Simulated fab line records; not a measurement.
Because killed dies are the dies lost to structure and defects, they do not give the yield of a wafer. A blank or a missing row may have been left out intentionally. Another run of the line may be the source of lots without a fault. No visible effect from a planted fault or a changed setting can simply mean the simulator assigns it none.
Which tool did it?    flow n5-finfet    8 lots with 24 wafers sampled at 7 steps, on a route of 1938 steps

== WHAT EACH GAUGE READ, for each wafer ==
N5_BEOL_M0_INSPECT_127: inspects for defects (darkfield). Usual: raw-defect-count 72, standard deviation 23.
lot   measured      on                 raw-defect-count  flag
L456  day 6 13:18   defect-inspect-01  78 96 85          
L459  day 6 21:53   defect-inspect-02  79 83 61          
L463  day 8 03:43   defect-inspect-02  73 66 132         
L465  day 8 19:33   defect-inspect-02  43 38 57          
L468  day 9 14:16   defect-inspect-01  38 58 45          
L470  day 10 00:08  defect-inspect-01  61 64 56          
L471  day 10 00:57  defect-inspect-01  75 87 48          
L477  day 11 16:44  defect-inspect-02  81 105 131        

N5_BEOL_M1_INSPECT_13: inspects for defects (brightfield). Usual: raw-defect-count 394, standard deviation 87.
lot   measured      on                 raw-defect-count  flag
L456  day 6 15:43   defect-inspect-02  364 449 388       
L459  day 6 22:46   defect-inspect-01  310 321 266       
L463  day 8 04:50   defect-inspect-01  435 531 473       
L465  day 8 20:59   defect-inspect-01  371 375 503       
L468  day 9 15:39   defect-inspect-02  365 523 314       
L470  day 10 02:15  defect-inspect-02  744 795 782       OFF
L471  day 10 02:47  defect-inspect-01  798 744 765       OFF
L477  day 11 17:30  defect-inspect-02  386 489 511       

N5_BEOL_M1_INSPECT_30: inspects for defects (brightfield). Usual: raw-defect-count 398, standard deviation 89.
lot   measured      on                 raw-defect-count  flag
L456  day 6 16:41   defect-inspect-02  363 426 372       
L459  day 7 00:08   defect-inspect-02  331 365 278       
L463  day 8 05:43   defect-inspect-02  489 594 523       
L465  day 8 22:07   defect-inspect-01  382 400 494       
L468  day 9 16:34   defect-inspect-01  308 495 293       
L470  day 10 03:07  defect-inspect-01  727 799 754       OFF
L471  day 10 03:40  defect-inspect-01  786 760 761       OFF
L477  day 11 18:28  defect-inspect-02  395 491 498       

N5_BEOL_M4_RC_MEAS_101. Usual: DIBL_N 35.8 mV/V, standard deviation 1.6; DIBL_P 36.0 mV/V, standard deviation 2.1; IOFF_N 0.153 nA/um, standard deviation 0.026; IOFF_P 0.21 nA/um, standard deviation 0.037; ION_N 673 uA/um, standard deviation 11; ION_P 462 uA/um, standard deviation 7.6; SS_N 71.4 mV/dec, standard deviation 0.53; SS_P 73.2 mV/dec, standard deviation 0.67; VT_N 250 mV, standard deviation 3.2; VT_P -250 mV, standard deviation 3.7.
lot   measured      on         DIBL_N (mV/V)   DIBL_P (mV/V)   IOFF_N (nA/um)     IOFF_P (nA/um)  ION_N (uA/um)  ION_P (uA/um)  SS_N (mV/dec)   SS_P (mV/dec)   VT_N (mV)    VT_P (mV)       flag
L456  day 8 09:25   prober-02  35.3 37.4 35.5  36.1 37.9 35.7  0.139 0.165 0.137  0.18 0.20 0.18  670 675 673    453 460 456    71.1 71.7 71.6  73.2 73.4 72.4  252 250 253  -255 -250 -252  
L459  day 9 06:08   prober-01  37.5 37.4 36.8  36.1 36.3 35.5  0.193 0.183 0.180  0.24 0.25 0.24  691 685 697    468 471 476    71.4 70.9 70.6  73.7 73.9 72.9  245 246 245  -246 -243 -243  
L463  day 9 19:12   prober-02  33.3 36.3 35.0  32.7 35.2 33.4  0.107 0.143 0.119  0.16 0.18 0.17  663 666 652    457 453 448    71.0 71.6 71.0  72.5 73.1 73.6  257 254 255  -256 -251 -253  
L465  day 11 00:27  prober-01  36.1 35.8 35.7  38.3 37.3 36.3  0.179 0.177 0.165  0.27 0.27 0.23  676 675 670    469 474 467    71.6 71.6 71.9  74.0 74.0 72.8  250 247 248  -243 -244 -248  
L468  day 11 11:49  prober-01  34.2 34.2 35.0  35.2 34.9 35.9  0.139 0.136 0.168  0.20 0.21 0.23  672 676 678    467 472 466    71.2 71.8 71.3  72.5 72.8 73.4  252 253 247  -251 -248 -249  
L470  day 12 04:37  prober-01  35.8 36.1 36.9  36.5 37.6 37.6  0.149 0.159 0.176  0.22 0.25 0.23  669 666 691    465 470 473    71.6 71.6 72.4  73.4 73.5 73.8  252 251 251  -251 -246 -249  
L471  day 12 05:17  prober-02  35.6 37.7 36.3  34.1 36.3 34.5  0.139 0.164 0.134  0.19 0.22 0.19  669 667 669    461 461 459    71.6 71.1 71.4  73.0 73.8 73.2  252 252 251  -252 -251 -249  
L477  day 13 14:36  prober-01  33.2 34.2 37.3  32.0 32.8 37.4  0.110 0.118 0.188  0.15 0.15 0.24  664 667 685    457 458 467    70.9 71.0 71.0  71.6 72.4 73.3  256 253 246  -254 -256 -250  

== TOOL THAT RAN EACH LOT (tool first, then ch and the chambers of the sampled wafers, then the start) ==
lot   N5_BEOL_M1_HM_DEP_02          N5_BEOL_M1_DESCUM_16                N5_BEOL_M1_ETCH_74
L456  pvd-sputter-03, day 6 15:07   rie-diel-02 ch 0,1, day 6 15:50     rie-diel-02 ch 0,1, day 6 15:53
L459  pvd-sputter-03, day 6 22:10   rie-diel-02 ch 0,3, day 6 23:10     rie-diel-02 ch 0,3, day 6 23:13
L463  pvd-sputter-01, day 8 04:14   rie-diel-03 ch 0,2, day 8 04:53     rie-diel-03 ch 0,2, day 8 04:55
L465  pvd-sputter-03, day 8 20:23   rie-diel-03 ch 0,1, day 8 21:01     rie-diel-03 ch 0,1, day 8 21:04
L468  pvd-sputter-01, day 9 15:11   rie-diel-04 ch 1,2,3, day 9 15:41   rie-diel-04 ch 1,2,3, day 9 15:44
L470  pvd-sputter-03, day 10 01:46  rie-diel-03 ch 0,1,3, day 10 02:17  rie-diel-03 ch 0,1,3, day 10 02:19
L471  pvd-sputter-03, day 10 02:19  rie-diel-02 ch 0,2,3, day 10 02:50  rie-diel-02 ch 0,2,3, day 10 02:52
L477  pvd-sputter-02, day 11 17:01  rie-diel-03 ch 1,2,3, day 11 17:32  rie-diel-03 ch 1,2,3, day 11 17:34
- N5_BEOL_M1_HM_DEP_02: deposits TiN, target thk 20 nm.
- N5_BEOL_M1_DESCUM_16: chemistry O2, time 7 s.
- N5_BEOL_M1_ETCH_74: etches underlayer in N2/H2, target depth 6.5 nm, time 5.2 s.

== AS READ BY THE TOOLS THEMSELVES (means over the sampled wafers that have a number; for cases with no such wafer, the mark the record gives instead) ==
N5_BEOL_M1_HM_DEP_02. Usual: chamber-pressure-pa 0.5000 Pa, standard deviation 0.00096; throttle-valve-pct 29.8 %, standard deviation 1.2.
lot   tool            chamber-pressure-pa (Pa)  throttle-valve-pct (%)  flag
L456  pvd-sputter-03  0.4994                    28.5                    
L459  pvd-sputter-03  0.5000                    29.3                    
L463  pvd-sputter-01  0.5007                    30.3                    
L465  pvd-sputter-03  0.4997                    29.4                    
L468  pvd-sputter-01  0.5003                    29.6                    
L470  pvd-sputter-03  0.4997                    28.6                    
L471  pvd-sputter-03  0.5005                    29.2                    
L477  pvd-sputter-02  0.4995                    31.1                    

N5_BEOL_M1_DESCUM_16. Usual: drypump-motor-current-A 5.9 A, standard deviation 0.52; oes-product-au 0.73 a.u., standard deviation 0.062; rf-vpp-V 243.0 V, standard deviation 1.4; showerhead-plenum-p-Torr 2.09 Torr, standard deviation 0.083; throttle-valve-pct 20.46 %, standard deviation 0.19.
lot   tool         drypump-motor-current-A (A)  oes-product-au (a.u.)  rf-vpp-V (V)  showerhead-plenum-p-Torr (Torr)  throttle-valve-pct (%)  flag
L456  rie-diel-02  5.4                          0.80                   243.5         2.14                             20.30                   
L459  rie-diel-02  6.1                          0.72                   244.6         2.18                             20.60                   
L463  rie-diel-03  5.7                          0.70                   242.1         2.00                             20.36                   
L465  rie-diel-03  6.3                          0.71                   242.5         2.06                             20.63                   
L468  rie-diel-04  5.8                          0.72                   243.0         2.15                             20.45                   
L470  rie-diel-03  5.9                          0.71                   241.2         2.02                             20.61                   
L471  rie-diel-02  5.9                          0.83                   243.5         2.14                             20.35                   
L477  rie-diel-03  5.7                          0.70                   243.3         2.05                             20.57                   

N5_BEOL_M1_ETCH_74. Usual: drypump-motor-current-A 5.9 A, standard deviation 0.52; etch-rf-on-time-s 5.19 s, standard deviation 0.12; n2-flow-sccm 200.0 sccm, standard deviation 0.61; oes-product-au 0.63 a.u., standard deviation 0.052; rf-vpp-V 523.7 V, standard deviation 2.7; showerhead-plenum-p-Torr 2.53 Torr, standard deviation 0.092; throttle-valve-pct 17.84 %, standard deviation 0.12.
lot   tool         drypump-motor-current-A (A)  etch-rf-on-time-s (s)  n2-flow-sccm (sccm)  oes-product-au (a.u.)  rf-vpp-V (V)  showerhead-plenum-p-Torr (Torr)  throttle-valve-pct (%)  flag
L456  rie-diel-02  5.5                          5.20                   200.0                0.69                   525.8         2.60                             17.70                   
L459  rie-diel-02  6.1                          5.18                   199.7                0.62                   525.9         2.63                             17.88                   
L463  rie-diel-03  5.7                          5.24                   200.6                0.59                   521.4         2.44                             17.93                   
L465  rie-diel-03  6.3                          5.16                   200.3                0.60                   522.3         2.48                             17.90                   
L468  rie-diel-04  5.8                          5.08                   200.0                0.62                   525.6         2.60                             17.82                   
L470  rie-diel-03  5.9                          5.12                   200.3                0.61                   523.0         2.44                             17.93                   
L471  rie-diel-02  6.0                          5.17                   200.0                0.70                   525.3         2.60                             17.70                   
L477  rie-diel-03  5.7                          5.23                   199.6                0.60                   523.1         2.48                             17.91                   

== THE ANSWER, worked out from the rows above alone ==
Rule: lot off if the mean of its wafers having a number is beyond 3 standard deviations from the usual mean. Also off: a lot with no number at a reading for which 4 or more lots have one. All remaining lots with rows at the step are treated as sound. After the gauges, taken in route order, come the tools' own readings; for these a lot's mean is taken, as printed above. The first step at which some lot is off is used, and at that step the reading that is off furthest; a lot without a number counts as furthest.
Off, at N5_BEOL_M1_INSPECT_13 on raw-defect-count: L470, L471.
If a tool, at a process step before that reading, ran all the lots that are off and no sound lot after the first of them, it fits. Those tools and the gauges at N5_BEOL_M1_INSPECT_13 are tried in the same way. One fits: pvd-sputter-03 at N5_BEOL_M1_HM_DEP_02. Its last sound lot is L465 (day 8 20:23), its first lot that is off L470 (day 10 01:46): a fault that began between those two fits.

== WHAT THE SIMULATOR HAD INSERTED ==
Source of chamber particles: pvd-sputter-03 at N5_BEOL_M1_HM_DEP_02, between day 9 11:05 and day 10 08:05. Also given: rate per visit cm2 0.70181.
Struck lots among those shown: L470, L471. The same result came from the rule above.
